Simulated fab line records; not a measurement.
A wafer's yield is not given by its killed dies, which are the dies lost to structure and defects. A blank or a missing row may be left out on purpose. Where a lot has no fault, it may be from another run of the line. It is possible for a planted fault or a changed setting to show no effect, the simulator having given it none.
fab line records + flow n5-finfet
record
- lots=4
- wafers=12
- last-day=18
route steps=1938 shown STI_FIN_REVEAL@203 DUMMY_GATE@212 PASSIVATION@1936
lots untouched by any fault: they come from a run of this same line in which no faults occurred
start-h: the number of hours between the record's first day and the start of the first shown wafer of the lot + wait-h: how many hours have passed since the lot's step before this one + " as in the row above + L1.1+2: a single row standing in for several wafers + - either no value or no given start + * or withheld: withheld + < > ~ a bound
route shown NAME@n: a module of which the file shows steps, and the number in the route of the first + usual: mean/standard deviation taken from wafers without a fault + same: alike in all rows + chamber/n: place in a boat + sites: the reading at each site + _std_site: standard deviation across them + _edge_site: the outer-site mean with the inner-site mean subtracted + radius-mm: for every site, how far away it sits from the centre of the wafer + mask NAME#n: copy n + behind: tool/chamber where the wafer was last shaped + hold: reason for holding the lot/hours on hold/outcome of the hold + device: transistor that didn't switch, given as n, p or np + end of line: the same wafers' tests at the end of the route + where a step has no rows: the recipe by itself + killed: not the wafer's yield, but the dies lost to structure and defects at the first sort + map: the dies of a wafer, with x for killed, . for not killed, _ for no die there
set.NAME: the run value of the setting; set.NAME@STEP: its run value at that earlier step + model.NAME: the simulator's own value behind a step, which no gauge read
lots at selected steps of the route; one table per step, one row per wafer
## steps
# step N5_STI_FIN_REVEAL_SRD_21
# recipe
- dry=ipa-marangoni
- time-s=30
- temp-c=23
- rinse-liquid=diw
# step N5_STI_FIN_REVEAL_OXIDATION_33
# recipe
- chemistry=O2_PLASMA_REMOTE
- temp-c=150
- time-s=20
- pressure-mtorr=1000
- source-power-w=2000
- o2-flow-sccm=3000
# step N5_STI_FIN_REVEAL_CLEAN_19
# recipe
- chemistry=O3/DIW
- temp-c=25
- time-s=120
- o3-ppm=10
# step N5_STI_FIN_REVEAL_SRD_23
# recipe
- dry=ipa-marangoni
- time-s=30
- temp-c=23
- rinse-liquid=diw
# step N5_STI_FIN_REVEAL_PRECLEAN_18
# recipe
- chemistry=SC2
- time-s=45
- temp-c=35
- mix=1:1:50
# step N5_STI_FIN_REVEAL_SRD_28
# recipe
- dry=ipa-marangoni
- time-s=30
- temp-c=23
- rinse-liquid=diw
# step N5_DUMMY_GATE_PRECLEAN_00
# recipe
- chemistry=O3/DIW
- time-s=60
- temp-c=22
- o3-ppm=10
# step N5_DUMMY_GATE_SRD_01
# recipe
- time-s=30
- temp-c=23
- rinse-liquid=diw
- dry=ipa-marangoni
# step N5_DUMMY_GATE_ALD_02
# recipe
- material=SiO2
- target-thk-a=20
- temp-c=300
- ald-precursor-family=BDEAS
- ald-co-reactant=O2-plasma
- pulse-time-s=1
- pressure-torr=2
# step N5_DUMMY_GATE_CVD_03
# recipe
- material=a-Si
- target-thk-a=1500
- temp-c=530
- precursor=SiH4
- time-s=8042
# usual
- zone-power-upper-pct=6.49/0.11
| lot.wafer | tool     | chamber | start-h | wait-h | zone-power-upper-pct |
|-----------|----------|---------|---------|--------|----------------------|
| L129.2    | lpcvd-02 | 1/45    | 42.09   | 0.1    | 6.42                 |
| L129.3    | "        | 1/50    | "       | "      | 6.42                 |
| L129.4    | "        | 1/54    | "       | "      | 6.42                 |
| L130.2    | lpcvd-02 | 1/20    | 49.83   | 0.1    | 6.35                 |
| L130.5    | "        | 1/34    | "       | "      | 6.35                 |
| L130.6    | "        | 1/39    | "       | "      | 6.35                 |
| L131.2    | lpcvd-02 | 1/45    | 54.50   | 0.1    | 6.37                 |
| L131.3    | "        | 1/50    | "       | "      | 6.37                 |
| L131.4    | "        | 1/54    | "       | "      | 6.37                 |
| L149.1    | lpcvd-02 | 0/15    | 164.09  | 0.1    | 6.54                 |
| L149.4    | "        | 0/29    | "       | "      | 6.54                 |
| L149.5    | "        | 0/34    | "       | "      | 6.54                 |
# step N5_DUMMY_GATE_PRECLEAN_46
# recipe
- chemistry=DIW
- time-s=89.5
- temp-c=23
# step N5_DUMMY_GATE_SRD_47
# recipe
- dry-time-s=32
- dry=n2-spin
- spin-rpm=1500
# step N5_DUMMY_GATE_CMP_04
# recipe
- material=a-Si
- post-cmp-clean=alkaline-brush
# step N5_DUMMY_GATE_HM_DEP_06
# recipe
- material=SiNx
- target-thk-a=800
- precursor=DCS/NH3
- temp-c=700
- pressure-mtorr=300
- time-s=5141
# step N5_DUMMY_GATE_PECVD_30
# recipe
- material=SiO2
- target-thk-a=550
- temp-c=400
- precursor=TEOS/O2
- pressure-torr=6.5
- rf-w=withheld
- teos-flow-sccm=withheld
- gas=O2
- flow-sccm=2650
- time-s=10.8
# step N5_DUMMY_GATE_COAT_34
# recipe
- resist=SOC
- temp-c=250
- time-s=60
- spin-rpm=1500
- resist-thk-nm=60
# step N5_DUMMY_GATE_COAT_35
# recipe
- resist=SiARC
- temp-c=220
- time-s=60
- spin-rpm=1500
- resist-thk-nm=10
# step N5_DUMMY_GATE_COAT_28
# recipe
- resist=underlayer
- temp-c=205
- time-s=60
- spin-rpm=1500
- resist-thk-nm=10
# step N5_DUMMY_GATE_COAT_09
# recipe
- resist=CAR-EUV
- spin-rpm=1500
- resist-thk-nm=30
# step N5_DUMMY_GATE_EBR_11
# recipe
- solvent=PGMEA
- ebr-width-mm=1.5
# step N5_DUMMY_GATE_SOFTBAKE_10
# recipe
- temp-c=110
- time-s=60
- resist=CAR-EUV
# step N5_DUMMY_GATE_EXPOSE_12
# recipe
- mask-id=GATE
- na=0.33
- source-shape=annular
- sigma-inner=0.2
- sigma-outer=0.6
- polarization=unpolarized
- target-cd-nm=25
- dose-mj=34
# step N5_DUMMY_GATE_PEB_13
# recipe
- peb-temp-c=100
- peb-time-s=60
- resist=CAR-EUV
# step N5_DUMMY_GATE_DEVELOP_14
# recipe
- develop-time-s=30
- developer=TMAH
- resist=CAR-EUV
- rinse-liquid=surfactant-rinse
- dry=air-spin
- dev-temp-c=23
# step N5_DUMMY_GATE_DESCUM_20
# recipe
- chemistry=O2
- time-s=6.2
- source-power-w=50
- bias-power-w=20
- pressure-mtorr=20
- rf-frequency-hz=2.712e+07
- temp-c=40
- resist=CAR-EUV
- o2-flow-sccm=225
# step N5_DUMMY_GATE_ETCH_29
# recipe
- chemistry=N2/H2
- target=underlayer
- target-depth-a=130
- ion-energy-ev=200
- pressure-mtorr=30
- source-w=840
- bias-w=150
- n2-flow-sccm=200
- h2-flow-sccm=200
# step N5_DUMMY_GATE_ETCH_36
# recipe
- chemistry=CF4
- target=SiARC
- target-depth-a=130
- pressure-mtorr=40
- source-w=545
- bias-w=36
- Ar_flow_sccm=100
- cf4-flow-sccm=100
- ion-energy-ev=80
# step N5_DUMMY_GATE_ETCH_37
# recipe
- chemistry=N2/H2
- target=SOC
- target-depth-a=600
- overetch-a=300
- temp-c=40
- ion-energy-ev=200
- pressure-mtorr=30
- source-w=840
- bias-w=150
- n2-flow-sccm=200
- h2-flow-sccm=200
# step N5_DUMMY_GATE_STRIP_38
# recipe
- chemistry=N2/H2
- temp-c=40
- n2-flow-sccm=200
- h2-flow-sccm=200
- rf-frequency-hz=6e+07
# step N5_DUMMY_GATE_STRIP_39
# recipe
- chemistry=N2/H2
- temp-c=40
- n2-flow-sccm=200
- h2-flow-sccm=200
- rf-frequency-hz=6e+07
# step N5_DUMMY_GATE_TRIM_49
# recipe
- chemistry=O2
- resist=SOC
- time-s=29
- target-cd-nm=14
- source-power-w=300
- bias-power-w=0
- O2_flow_sccm=100
- temp-c=20
# step N5_DUMMY_GATE_STRIP_40
# recipe
- chemistry=CF4
- resist=SiARC
- power-w=300
- bias-power-w=75
- pressure-mtorr=50
- cf4-flow-sccm=150
- rf-frequency-hz=6e+07
# step N5_DUMMY_GATE_ETCH_31
# recipe
- chemistry=C4F6/O2
- target=SiO2
- mask-material=SOC
- target-depth-a=825
- time-s=27.5
- ion-energy-ev=250
- pressure-mtorr=30
- source-w=345
- bias-w=185
- Ar_flow_sccm=300
- C4F6_flow_sccm=10
- O2_flow_sccm=10
# step N5_DUMMY_GATE_STRIP_41
# recipe
- chemistry=O2
- power-w=400
- temp-c=40
- pressure-mtorr=30
- rf-frequency-hz=6e+07
- bias-power-w=0
- overash-fraction=0.3
- o2-flow-sccm=225
# step N5_PASSIVATION_PROBE_49
# usual
- defect-limited-yield=91.2/1.5
- killed_at_M0_to_M3=32/9.6
- killed_at_M4_up=13/5.3
- killed-at-contacts=13/6.7
- killed-at-front-end=42/11
- killed-at-other=3.8/2.9
- killed-dies=103/17
- killed-open=67/13
- killed-short=35/7.9
- sort_bin_5_function=5.2/0.94
- sort_bin_6_memory=3.3/0.64
- sort-n-pass=1077/17
- sort-yield-pct=91.2/1.5
# same
- gross-dies=1180
- killed-at-back-side=0
- sort_bin_4_leakage[%]=0
- sort_bin_8_speed[%]=0
| lot.wafer | tool      | chamber | start-h | wait-h | defect-limited-yield[%] | killed_at_M0_to_M3 | killed_at_M4_up | killed-at-contacts | killed-at-front-end | killed-at-other | killed-dies | killed-open | killed-short | sort_bin_5_function[%] | sort_bin_6_memory[%] | sort-n-pass | sort-yield-pct[%] |
|-----------|-----------|---------|---------|--------|-------------------------|--------------------|-----------------|--------------------|---------------------|-----------------|-------------|-------------|--------------|------------------------|----------------------|-------------|-------------------|
| L129.2    | prober-01 | -       | 293.85  | 0.1    | 91.5                    | 29                 | 16              | 5                  | 48                  | 2               | 100         | 63          | 36           | 5.2                    | 2.9                  | 1080        | 91.5              |
| L129.3    | prober-01 | -       | 293.90  | 0.1    | 91.5                    | 16                 | 24              | 4                  | 54                  | 2               | 100         | 65          | 34           | 5.2                    | 2.8                  | 1080        | 91.5              |
| L129.4    | prober-01 | -       | 293.95  | 0.2    | 91.2                    | 24                 | 30              | 5                  | 43                  | 2               | 104         | 66          | 37           | 4.4                    | 4.3                  | 1076        | 91.2              |
| L131.2    | prober-02 | -       | 300.10  | 0.1    | 80.2                    | 29                 | 13              | 20                 | 168                 | 4               | 234         | 71          | 19           | 11.3                   | 4.6                  | 946         | 80.2              |
| L131.3    | prober-02 | -       | 300.15  | 0.1    | 81.3                    | 23                 | 5               | 26                 | 165                 | 2               | 221         | 51          | 20           | 12.1                   | 3.2                  | 959         | 81.3              |
| L131.4    | prober-02 | -       | 300.20  | 0.2    | 81.1                    | 26                 | 8               | 19                 | 168                 | 2               | 223         | 53          | 25           | 12.6                   | 3.8                  | 957         | 81.1              |
| L130.2    | prober-02 | -       | 309.01  | 0.1    | 81.4                    | 29                 | 20              | 8                  | 161                 | 2               | 220         | 53          | 27           | 11.4                   | 4.2                  | 960         | 81.4              |
| L130.5    | prober-02 | -       | 309.16  | 0.2    | 81.0                    | 23                 | 13              | 3                  | 182                 | 3               | 224         | 54          | 25           | 11.8                   | 3.6                  | 956         | 81.0              |
| L130.6    | prober-02 | -       | 309.21  | 0.3    | 81.0                    | 16                 | 20              | 11                 | 176                 | 1               | 224         | 60          | 25           | 11.6                   | 4.0                  | 956         | 81.0              |
| L149.1    | prober-01 | -       | 432.57  | 0.0    | 90.6                    | 36                 | 19              | 10                 | 44                  | 2               | 111         | 75          | 34           | 5.3                    | 3.6                  | 1069        | 90.6              |
| L149.4    | prober-01 | -       | 432.72  | 0.2    | 92.5                    | 26                 | 10              | 6                  | 42                  | 4               | 88          | 56          | 31           | 4.1                    | 3.3                  | 1092        | 92.5              |
| L149.5    | prober-01 | -       | 432.77  | 0.2    | 91.3                    | 20                 | 13              | 20                 | 50                  | 0               | 103         | 71          | 32           | 5.4                    | 3.1                  | 1077        | 91.3              |
# killed by level:class
L129.2 FIN_SAQP:geometric-particle:open=10 FIN_SAQP:geometric-particle:short=9 STI_FIN_REVEAL:geometric-particle:open=8 BEOL_M2:geometric-particle:open=7 BEOL_M3:geometric-particle:open=6 BEOL_M0_SAQP:geometric-particle:open=5 STI_FIN_REVEAL:geometric-particle:short=4 MOL_CONTACT_COAG:geometric-particle:open=4
L129.3 FIN_SAQP:geometric-particle:open=14 STI_FIN_REVEAL:geometric-particle:open=11 BEOL_M4:geometric-particle:open=10 BEOL_M5:geometric-particle:open=7 FIN_SAQP:geometric-particle:short=6 GATE_CUT:geometric-particle:short=5 DUMMY_GATE:geometric-particle:open=5 BEOL_M4:geometric-particle:short=5
L129.4 STI_FIN_REVEAL:geometric-particle:open=14 BEOL_M4:geometric-particle:open=14 BEOL_M4:geometric-particle:short=8 FIN_SAQP:geometric-particle:short=7 BEOL_M2:geometric-particle:open=7 BEOL_M0_SAQP:geometric-particle:short=5 BEOL_M3:geometric-particle:open=5 MOL_CONTACT_COAG:geometric-particle:open=4
L131.2 DUMMY_GATE:unspecified=141 FIN_SAQP:geometric-particle:open=15 MOL_CONTACT_COAG:geometric-particle:open=15 BEOL_M3:geometric-particle:open=11 BEOL_M0_SAQP:geometric-particle:open=6 BEOL_M4:geometric-particle:open=6 MOL_CONTACT_COAG:geometric-particle:short=5 STI_FIN_REVEAL:geometric-particle:open=4
L131.3 DUMMY_GATE:unspecified=142 MOL_CONTACT_COAG:geometric-particle:open=22 STI_FIN_REVEAL:geometric-particle:open=7 HKMG_FIN:area-etch=7 BEOL_M0_SAQP:geometric-particle:open=5 MOL_CONTACT_COAG:geometric-particle:short=4 BEOL_M0_SAQP:geometric-particle:short=4 BEOL_M2:geometric-particle:open=4
L131.4 DUMMY_GATE:unspecified=145 MOL_CONTACT_COAG:geometric-particle:open=14 BEOL_M2:geometric-particle:open=8 GATE_CUT:geometric-particle:short=7 STI_FIN_REVEAL:geometric-particle:open=6 BEOL_M0_SAQP:geometric-particle:open=6 MOL_CONTACT_COAG:geometric-particle:short=5 BEOL_M3:geometric-particle:open=4
L130.2 DUMMY_GATE:unspecified=139 MOL_CONTACT_COAG:geometric-particle:open=7 BEOL_M4:geometric-particle:open=7 BEOL_M2:geometric-particle:open=6 BEOL_M0_SAQP:geometric-particle:short=6 FIN_SAQP:geometric-particle:open=5 STI_FIN_REVEAL:geometric-particle:open=4 GATE_CUT:geometric-particle:short=4
L130.5 DUMMY_GATE:unspecified=138 STI_FIN_REVEAL:geometric-particle:open=11 BEOL_M4:geometric-particle:open=10 FIN_SAQP:geometric-particle:open=8 HKMG_FIN:area-etch=7 BEOL_M1:geometric-particle:open=6 FIN_SAQP:geometric-particle:short=5 STI_FIN_REVEAL:geometric-particle:short=3
L130.6 DUMMY_GATE:unspecified=138 STI_FIN_REVEAL:geometric-particle:open=12 MOL_CONTACT_COAG:geometric-particle:open=9 BEOL_M4:geometric-particle:open=7 FIN_SAQP:geometric-particle:open=5 BEOL_M0:geometric-particle:open=5 STARTING-WAFER:geometric-particle:short=5 STI_FIN_REVEAL:geometric-particle:short=3
L149.1 BEOL_M0_SAQP:geometric-particle:open=14 BEOL_M0_SAQP:geometric-particle:short=11 FIN_SAQP:geometric-particle:open=9 STI_FIN_REVEAL:geometric-particle:open=9 MOL_CONTACT_COAG:geometric-particle:open=8 BEOL_M4:geometric-particle:open=7 BEOL_M1:geometric-particle:open=6 FIN_SAQP:geometric-particle:short=4
L149.4 STI_FIN_REVEAL:geometric-particle:open=21 BEOL_M0_SAQP:geometric-particle:short=8 FIN_SAQP:geometric-particle:open=5 BEOL_M1:geometric-particle:open=5 FIN_SAQP:geometric-particle:short=3 STI_FIN_REVEAL:geometric-particle:short=3 MOL_CONTACT_COAG:geometric-particle:short=3 STARTING-WAFER:geometric-particle:open=3
L149.5 MOL_CONTACT_COAG:geometric-particle:open=18 FIN_SAQP:geometric-particle:short=14 FIN_SAQP:geometric-particle:open=12 STI_FIN_REVEAL:geometric-particle:open=8 BEOL_M3:geometric-particle:open=6 BEOL_M0_SAQP:geometric-particle:open=5 ILD0:geometric-particle:short=4 BEOL_M0_SAQP:geometric-particle:short=4
# map L130.5 (x killed, . not)
_________________........x...________________
______________....x.........x..._____________
___________.....x.x.....x..xx.....x__________
__________............x.........x..._________
________.............x.x.............._______
_______................................______
______..................x..........x...._____
_____......x..............x..x...........____
____.........x..............x.........x...___
___.....................x..................__
___......x............xx...................__
__.........................xx..............._
__...........x.........................x...._
_.............x.......x......................
_....x..x...........x..x...xx................
_........x............x.......xx.............
_.x.......x......x....x.x...............x..xx
_.............xxx...x........................
_......................x......x..............
_.........x.....x.xx.xx.........x...........x
_.............xxx.xxxxxxxx...x.......x.......
__........x.xxx.xxxxx.xxx.x............x...._
__x...........xxxxxxxxxxxxx.x..............._
___....x....xxxxxxxxxxxxxxx.x.x............__
___.....x....xxxxxxxxxxxxx.xx..............__
____......xx.xxxxxxxxxxxxx..x.............___
_____.......xxxxxxxxxxxxxxx.........x....____
______........x.xxxxxxxxxxxx.x.........._____
_______x.....xxxxxxxxxxxxx.............______
________.....x.xxxxxxxxx...x........x._______
__________.....xx.xxx.x.......x....._________
___________.........x....xx.......x__________
______________.....x............_____________
_________________...........x________________
# map L131.2 (x killed, . not)
_________________x.......x...________________
______________.x.....x.........._____________
___________x.....x.................__________
__________.........x..........x....._________
________.......x.................x...._______
_______.x....x......x..........xx......______
______..x.x.......................x....._____
_____...............x....................____
____.........................x..........x.___
___............x....x....x..x..............__
___...........x.x...xx.........x......x....__
__......................x...............x.x._
__....x..............x..x..............x...._
_..........x................x................
_.............................x..............
_...x....x................x..............x...
_x...........x............x............x.....
_..........x...............x.x...........x...
_x...........x.....x..x.................x....
_...x....x.......xxxx.xx.x.x.........x.......
_.x....x......xxxxxxxxx.................xx...
__.............xxxxxxxxxxxx........xx..x...._
__..x........xxxxxxxxxxxxxx.x.......x......._
___..........xxxxxxxxxxxxx.................__
___...x....xxxxxxxxxxxxxxxx..............xx__
____...xx...xx.xxxxxxxxxxxxx..............___
_____........xxxxxxxxxxxxx.x......x......____
______.....xxxxxxxxxxxxxxxxx.....x.x.x.._____
_______......xxxxxxxxxxxx.......x....x.______
________.......xxxxxxxxxxx.x.........._______
__________..x....xx.x..............._________
___________..x.x...xx...x.......x..__________
______________.................._____________
_________________............________________
## key
first-sign
- step=N5_PASSIVATION_PROBE_49
- reading=killed-at-front-end
- direction=up
- sigmas=11
- usual=42
- struck=170
effect
- step=N5_PASSIVATION_PROBE_49
- reading=defect-limited-yield
- direction=down
- sigmas=7
- usual=91.2
- struck=81.0
more-kills-born-at
- N5_DUMMY_GATE_CVD_03@lpcvd-02=843
met-at N5_DUMMY_GATE_CVD_03
struck-wafers L130.2,L130.5,L130.6,L131.2,L131.3,L131.4
onset-between 42.09 49.83
fault
- kind=chamber-particle-source
- tool=lpcvd-02
- chamber=1
- onset-h=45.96
- steps=N5_DUMMY_GATE_CVD_03
- rate-per-visit-cm2=1.2472
- end-h=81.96
